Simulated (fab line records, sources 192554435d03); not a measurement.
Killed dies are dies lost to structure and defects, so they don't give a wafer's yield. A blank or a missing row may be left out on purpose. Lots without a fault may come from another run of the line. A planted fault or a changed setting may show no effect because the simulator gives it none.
Which tool did it? | flow n5_finfet | 7 lots, 17 wafers sampled, at 4 steps of a route of 1938

WHAT THE GAUGES READ, wafer by wafer
N5_BEOL_M3_CD_MEAS_18: pitch 36 nm, target cd 18 nm.
lot  | measured     | on        | cd_nm (nm)
L474 | day 7 04:48  | cd_sem-01 | 18.8 17.5
L476 | day 7 17:22  | cd_sem-01 | 18.5 18.6
L478 | day 7 23:32  | cd_sem-02 | 17.3 17.7 18.6
L480 | day 8 21:56  | cd_sem-02 | 18.3 18.3
L485 | day 10 06:42 | cd_sem-03 | 17.9 17.8
L494 | day 12 11:36 | cd_sem-01 | 17.6 18.1 17.4
L496 | day 13 00:42 | cd_sem-03 | - - -

WHICH TOOL RAN EACH LOT (tool, then ch and the chambers of the sampled wafers, then the start)
lot  | N5_BEOL_M2_PRE_CLEAN_60          | N5_BEOL_M3_HM_DEP_02         | N5_BEOL_M3_HM_OPEN_17
L474 | cvd_co-01 ch 1,2, day 7 02:36    | pvd_sputter-01, day 7 03:49  | rie_metal-01 ch 0, day 7 04:37
L476 | cvd_co-02 ch 0,2, day 7 14:06    | pvd_sputter-02, day 7 16:02  | rie_metal-01 ch 0,1, day 7 17:10
L478 | cvd_co-01 ch 0,1,2, day 7 21:20  | pvd_sputter-02, day 7 22:28  | rie_metal-02 ch 0,1, day 7 23:21
L480 | cvd_co-02 ch 0, day 8 18:43      | pvd_sputter-01, day 8 20:59  | rie_metal-03 ch 0,1, day 8 21:45
L485 | cvd_co-01 ch 0,1, day 10 04:29   | pvd_sputter-01, day 10 05:38 | rie_metal-01 ch 0,1, day 10 06:31
L494 | cvd_co-01 ch 0,1,2, day 12 10:08 | pvd_sputter-02, day 12 10:40 | rie_metal-02 ch 0, day 12 11:25
L496 | cvd_co-01 ch 0,1,2, day 12 22:53 | pvd_sputter-01, day 12 23:46 | rie_metal-02 ch 0,1, day 13 00:31
- N5_BEOL_M2_PRE_CLEAN_60: time 15 s.
- N5_BEOL_M3_HM_DEP_02: deposits TiN, target thk 20 nm.
- N5_BEOL_M3_HM_OPEN_17: chemistry Cl2/BCl3, target TiN, target depth 20 nm, overetch 6 nm.

THE ANSWER, worked out from the rows above alone
Rule: what is usual is taken from the lots themselves. Put in order of their means at a reading, lots are off if they are a third of the lots or fewer, leave a main group of 4 or more, and stand apart from it by a gap of 3 or more times the standard deviation of the main group's means; of several such gaps the widest counts. A main group whose means are all the same, to the digits that the tables above print for the reading, isn't used. A lot without any number at a reading at which 4 lots or more have one is off too. The other lots that the step has rows for count as sound.
Off: L496, at N5_BEOL_M3_CD_MEAS_18 (cd_nm). Without a number there: L496. The main group: mean 18.1 nm, standard deviation 0.29.
A tool fits if, at a process step before that reading, it ran every lot that is off, and no sound lot after the first of them. The gauges at N5_BEOL_M3_CD_MEAS_18 are tried like those tools. Can't be told from this: 4 tools fit, cvd_co-01 at N5_BEOL_M2_PRE_CLEAN_60, pvd_sputter-01 at N5_BEOL_M3_HM_DEP_02, rie_metal-02 at N5_BEOL_M3_HM_OPEN_17, cd_sem-03 at N5_BEOL_M3_CD_MEAS_18.

WHAT THE SIMULATOR HAD PUT IN
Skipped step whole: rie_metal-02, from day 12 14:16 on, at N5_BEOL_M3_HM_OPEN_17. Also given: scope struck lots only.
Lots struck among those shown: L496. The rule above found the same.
